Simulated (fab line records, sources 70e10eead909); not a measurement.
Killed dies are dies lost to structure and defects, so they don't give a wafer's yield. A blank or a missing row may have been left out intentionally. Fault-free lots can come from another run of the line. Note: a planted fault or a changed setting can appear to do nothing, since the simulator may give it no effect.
Which of the tools did it? -- flow nand-harc -- 30 wafers from 10 lots sampled at 6 of the route's 1302 steps

## WHAT THE GAUGES READ, wafer by wafer
NHARC_THIN_TSV_CD_MEAS_37.
lot,measured,on,cd-nm (nm)
L553,day 25 19:41,cd-sem-02,5004 5007 5008
L551,day 26 01:04,cd-sem-02,5003 4993 4998
L555,day 27 09:17,cd-sem-01,5002 5005 4997
L554,day 27 10:14,cd-sem-02,5001 5002 5000
L559,day 30 02:48,cd-sem-02,5004 4999 4999
L561,day 30 05:26,cd-sem-03,5002 5004 4998
L564,day 31 10:20,cd-sem-02,5003 4995 5002
L569,day 32 19:17,cd-sem-03,5002 5001 5000
L568,day 32 20:31,cd-sem-03,4998 5007 5003
L570,day 34 21:26,cd-sem-03,5003 4998 4998

NHARC_END_WLT_00.
lot,measured,on,VT_DECK1_BOTTOM,VT_DECK1_BOTTOM_INNER,VT_DECK1_MEDIAN_NEAR_BOTTOM,VT_DECK1_MEDIAN_NEAR_BOTTOM_INNER,VT_DECK1_MIDDLE,VT_DECK1_MIDDLE_INNER,VT_DECK1_TOP,VT_DECK1_TOP_INNER,VT_DECK2_BOTTOM,VT_DECK2_BOTTOM_INNER,VT_DECK2_MEDIAN_NEAR_BOTTOM,VT_DECK2_MEDIAN_NEAR_BOTTOM_INNER,VT_DECK2_MIDDLE,VT_DECK2_MIDDLE_INNER,VT_DECK2_TOP,VT_DECK2_TOP_INNER
L553,day 26 00:45,prober-01,0.883 0.877 0.875,0.883 0.882 0.877,0.883 0.881 0.872,0.886 0.875 0.887,0.883 0.887 0.889,0.892 0.896 0.888,0.903 0.904 0.894,0.904 0.896 0.897,0.861 0.870 0.878,0.865 0.872 0.869,0.864 0.879 0.874,0.863 0.874 0.861,0.877 0.883 0.887,0.881 0.886 0.880,0.893 0.900 0.888,0.885 0.899 0.904
L551,day 26 08:35,prober-01,0.885 0.876 0.866,0.884 0.880 0.871,0.877 0.879 0.875,0.888 0.872 0.873,0.887 0.894 0.883,0.893 0.901 0.887,0.902 0.913 0.899,0.906 0.909 0.901,0.870 0.863 0.866,0.878 0.868 0.863,0.877 0.862 0.865,0.872 0.865 0.861,0.895 0.875 0.879,0.877 0.880 0.871,0.890 0.900 0.887,0.900 0.893 0.891
L555,day 27 14:01,prober-02,0.865 0.862 0.866,0.865 0.860 0.864,0.867 0.861 0.867,0.874 0.860 0.869,0.882 0.869 0.883,0.876 0.877 0.877,0.893 0.882 0.891,0.886 0.885 0.882,0.866 0.866 0.871,0.865 0.868 0.876,0.861 0.868 0.871,0.865 0.864 0.876,0.875 0.879 0.881,0.874 0.876 0.885,0.889 0.894 0.891,0.892 0.883 0.891
L554,day 27 15:01,prober-01,0.866 0.867 0.864,0.859 0.865 0.869,0.878 0.864 0.872,0.865 0.866 0.874,0.877 0.882 0.883,0.876 0.876 0.875,0.887 0.896 0.883,0.891 0.890 0.890,0.870 0.865 0.879,0.876 0.864 0.877,0.875 0.862 0.870,0.869 0.862 0.872,0.888 0.881 0.888,0.878 0.883 0.883,0.895 0.895 0.890,0.891 0.888 0.895
L559,day 30 15:19,prober-01,0.877 0.887 0.883,0.882 0.885 0.885,0.874 0.882 0.879,0.875 0.891 0.876,0.893 0.897 0.896,0.894 0.892 0.891,0.898 0.911 0.911,0.910 0.906 0.910,0.885 0.883 0.866,0.887 0.885 0.882,0.894 0.887 0.879,0.887 0.874 0.880,0.895 0.906 0.895,0.894 0.890 0.895,0.907 0.905 0.914,0.905 0.913 0.903
L561,day 30 10:31,prober-01,0.866 0.878 0.864 0.866 0.872 0.874,0.867 0.876 0.863 0.861 0.866 0.868,0.872 0.871 0.867 0.875 0.871 0.864,0.867 0.872 0.870 0.870 0.876 0.870,0.893 0.891 0.881 0.877 0.889 0.876,0.892 0.892 0.894 0.880 0.882 0.888,0.901 0.905 0.895 0.896 0.895 0.898,0.901 0.910 0.894 0.895 0.894 0.892,0.889 0.883 0.884 0.883 0.884 0.876,0.890 0.881 0.870 0.887 0.879 0.870,0.899 0.887 0.869 0.884 0.877 0.879,0.896 0.883 0.875 0.891 0.883 0.872,0.900 0.895 0.898 0.908 0.895 0.893,0.900 0.898 0.889 0.902 0.897 0.894,0.908 0.899 0.904 0.912 0.901 0.908,0.909 0.910 0.910 0.907 0.908 0.907
L564,day 31 14:38,prober-02,0.879 0.885 0.884,0.872 0.886 0.877,0.884 0.880 0.877,0.874 0.886 0.885,0.891 0.898 0.897,0.896 0.892 0.896,0.902 0.897 0.910,0.909 0.905 0.910,0.852 0.850 0.855,0.853 0.840 0.849,0.851 0.855 0.846,0.848 0.854 0.855,0.866 0.866 0.868,0.869 0.863 0.868,0.888 0.880 0.885,0.872 0.884 0.882
L569,day 33 00:02,prober-01,0.875 0.871 0.870,0.867 0.863 0.862,0.872 0.872 0.867,0.870 0.869 0.870,0.884 0.886 0.887,0.890 0.884 0.893,0.902 0.896 0.893,0.897 0.897 0.891,0.864 0.864 0.869,0.870 0.869 0.864,0.870 0.869 0.868,0.866 0.869 0.872,0.879 0.879 0.884,0.878 0.885 0.873,0.887 0.900 0.886,0.889 0.891 0.886
L568,day 33 02:44,prober-02,0.872 0.875 0.865,0.878 0.870 0.868,0.868 0.876 0.872,0.870 0.881 0.881,0.882 0.885 0.888,0.879 0.884 0.876,0.890 0.893 0.893,0.898 0.897 0.898,0.881 0.870 0.880,0.875 0.861 0.875,0.886 0.870 0.878,0.879 0.865 0.881,0.890 0.882 0.891,0.890 0.876 0.884,0.896 0.896 0.893,0.891 0.896 0.898
L570,day 35 02:52,prober-02,0.870 0.878 0.869,0.874 0.873 0.868,0.867 0.867 0.865,0.869 0.881 0.866,0.873 0.878 0.883,0.879 0.883 0.886,0.897 0.898 0.890,0.895 0.903 0.890,0.872 0.866 0.873,0.863 0.863 0.872,0.862 0.871 0.880,0.866 0.866 0.876,0.886 0.869 0.881,0.884 0.884 0.883,0.896 0.893 0.894,0.896 0.890 0.888

NHARC_END_SORT_01.
lot,measured,on,defect-limited-yield (%),killed-at-array,killed-at-other,killed-at-periphery,killed-dies,killed-open,killed-short
L553,day 26 04:04,prober-01,88.3 89.1 90.8,71 71 57,2 0 2,6 3 3,79 74 62,2 1 2,5 2 3
L551,day 26 11:51,prober-01,90.5 89.1 88.8,60 71 74,0 0 0,4 3 2,64 74 76,3 6 4,2 1 5
L555,day 27 17:02,prober-02,89.4 85.8 88.6,65 80 75,0 2 0,7 14 2,72 96 77,1 7 3,2 3 2
L554,day 27 18:38,prober-01,92.2 92.2 92.3,52 46 45,0 1 0,1 6 7,53 53 52,5 8 6,4 3 4
L559,day 30 18:24,prober-02,83.3 80.2 85.8,31 43 56,77 88 37,5 3 3,113 134 96,3 3 6,6 2 3
L561,day 31 02:19,prober-02,79.6 77.1 78.4,46 59 59,89 91 85,3 5 2,138 155 146,2 6 4,1 4 2
L564,day 31 17:58,prober-02,92.2 93.4 89.5,51 43 67,0 0 0,2 2 4,53 45 71,3 1 4,6 2 6
L569,day 33 03:02,prober-01,87.7 90.4 90.5,69 55 55,3 2 1,11 8 8,83 65 64,12 2 2,4 4 3
L568,day 33 06:17,prober-02,90.0 93.8 91.6,56 36 45,3 2 6,9 4 6,68 42 57,7 3 4,3 2 4
L570,day 35 05:52,prober-02,90.0 92.6 89.4,46 40 60,6 1 2,16 9 10,68 50 72,3 3 4,2 2 3

## EACH LOT AND THE TOOL THAT RAN IT (in order: tool; ch and the chambers of the sampled wafers; start)
lot,NHARC_THIN_TSV_STRIP_62,NHARC_THIN_TSV_PVD_19,NHARC_THIN_TSV_STRIP_56
L553,"plasma-asher-01 ch 0,1, day 25 14:58","pvd-sputter-02, day 25 15:17","plasma-asher-01 ch 0,1, day 25 18:56"
L551,"plasma-asher-02 ch 0,1, day 25 20:28","pvd-sputter-02, day 25 20:46","plasma-asher-01 ch 0,1, day 26 00:17"
L555,"plasma-asher-01 ch 0,1, day 27 04:34","pvd-sputter-02, day 27 04:52","plasma-asher-02 ch 0,1, day 27 08:33"
L554,"plasma-asher-02 ch 0,1, day 27 05:32","pvd-sputter-03, day 27 05:50","plasma-asher-01 ch 0,1, day 27 09:35"
L559,"plasma-asher-01 ch 0,1, day 29 22:11","pvd-sputter-02, day 29 22:29","plasma-asher-02 ch 0,1, day 30 02:03"
L561,"plasma-asher-02 ch 0,1, day 30 00:43","pvd-sputter-02, day 30 01:01","plasma-asher-02 ch 0,1, day 30 04:38"
L564,"plasma-asher-01 ch 0,1, day 31 05:35","pvd-sputter-01, day 31 05:56","plasma-asher-01 ch 0,1, day 31 09:32"
L569,"plasma-asher-01 ch 0,1, day 32 14:22","pvd-sputter-03, day 32 14:41","plasma-asher-01 ch 0,1, day 32 18:29"
L568,"plasma-asher-02 ch 0,1, day 32 15:33","pvd-sputter-01, day 32 15:52","plasma-asher-01 ch 0,1, day 32 19:49"
L570,"plasma-asher-01 ch 0,1, day 34 16:41","pvd-sputter-01, day 34 17:01","plasma-asher-01 ch 0,1, day 34 20:38"
- NHARC_THIN_TSV_STRIP_62: strips in N2/H2, time 20 s.
- NHARC_THIN_TSV_PVD_19: deposits TaN, target thk 20 nm.
- NHARC_THIN_TSV_STRIP_56: strips in O2.

## WHAT THE TOOLS THEMSELVES READ (means of the sampled wafers that have a number; where no wafer has one, the mark that the record gives instead)
NHARC_THIN_TSV_STRIP_62.
lot,tool,drypump-motor-current-A (A),heater-power-w (W),temp-c (C)
L553,plasma-asher-01,6.1,319,249.94
L551,plasma-asher-02,5.6,396,249.94
L555,plasma-asher-01,6.4,316,250.05
L554,plasma-asher-02,5.6,401,249.95
L559,plasma-asher-01,6.1,318,250.13
L561,plasma-asher-02,5.6,400,250.26
L564,plasma-asher-01,6.3,331,249.80
L569,plasma-asher-01,6.1,330,250.30
L568,plasma-asher-02,5.5,396,250.04
L570,plasma-asher-01,6.1,338,250.00

NHARC_THIN_TSV_PVD_19.
lot,tool,throttle-valve-pct (%)
L553,pvd-sputter-02,30.3
L551,pvd-sputter-02,30.4
L555,pvd-sputter-02,31.3
L554,pvd-sputter-03,30.0
L559,pvd-sputter-02,30.4
L561,pvd-sputter-02,30.2
L564,pvd-sputter-01,29.8
L569,pvd-sputter-03,30.6
L568,pvd-sputter-01,29.5
L570,pvd-sputter-01,29.8

NHARC_THIN_TSV_STRIP_56.
lot,tool,drypump-motor-current-A (A),heater-power-w (W),temp-c (C)
L553,plasma-asher-01,6.1,319,250.12
L551,plasma-asher-01,6.1,319,250.06
L555,plasma-asher-02,5.6,393,249.95
L554,plasma-asher-01,6.4,319,249.95
L559,plasma-asher-02,5.6,397,249.92
L561,plasma-asher-02,5.6,398,250.00
L564,plasma-asher-01,6.4,325,250.07
L569,plasma-asher-01,6.4,333,250.06
L568,plasma-asher-01,6.1,332,249.82
L570,plasma-asher-01,6.1,336,250.06

## THE ANSWER, worked out from the rows above alone
Rule: the usual values come from the lots themselves. Put in order of their means at a reading, lots are off if they are a third of the lots or fewer, leave a main group of 4 or more, and stand apart from it by a gap of 3 or more times the standard deviation of the main group's means; of several such gaps the widest counts. The tables above print the reading to a certain number of digits; a main group whose means all agree to those digits is not used. A lot without any number at a reading at which 4 lots or more have one is off too. Where the step has rows for the other lots, those lots are counted as sound. After the gauges, taken in route order, come the tools' own readings; for these a lot's mean is taken, as printed above. At the first step where some lot is off, the reading lying furthest off is the one used; lots without a number count as furthest.
Off: L559, L561, seen at NHARC_END_WLT_00 (VT_DECK2_TOP). The main group has a mean of 0.892 with a standard deviation of 0.0031.
A tool fits if, at a process step before that reading, it ran every lot that is off, and no sound lot after the first of them. The gauges at NHARC_END_WLT_00 aren't tried: what is off there is off at NHARC_END_SORT_01 too, on other tools, and a gauge's error can't cause that. This does not decide it: 2 tools fit, namely pvd-sputter-02 at NHARC_THIN_TSV_PVD_19 and plasma-asher-02 at NHARC_THIN_TSV_STRIP_56.

## WHAT THE SIMULATOR HAD PUT IN
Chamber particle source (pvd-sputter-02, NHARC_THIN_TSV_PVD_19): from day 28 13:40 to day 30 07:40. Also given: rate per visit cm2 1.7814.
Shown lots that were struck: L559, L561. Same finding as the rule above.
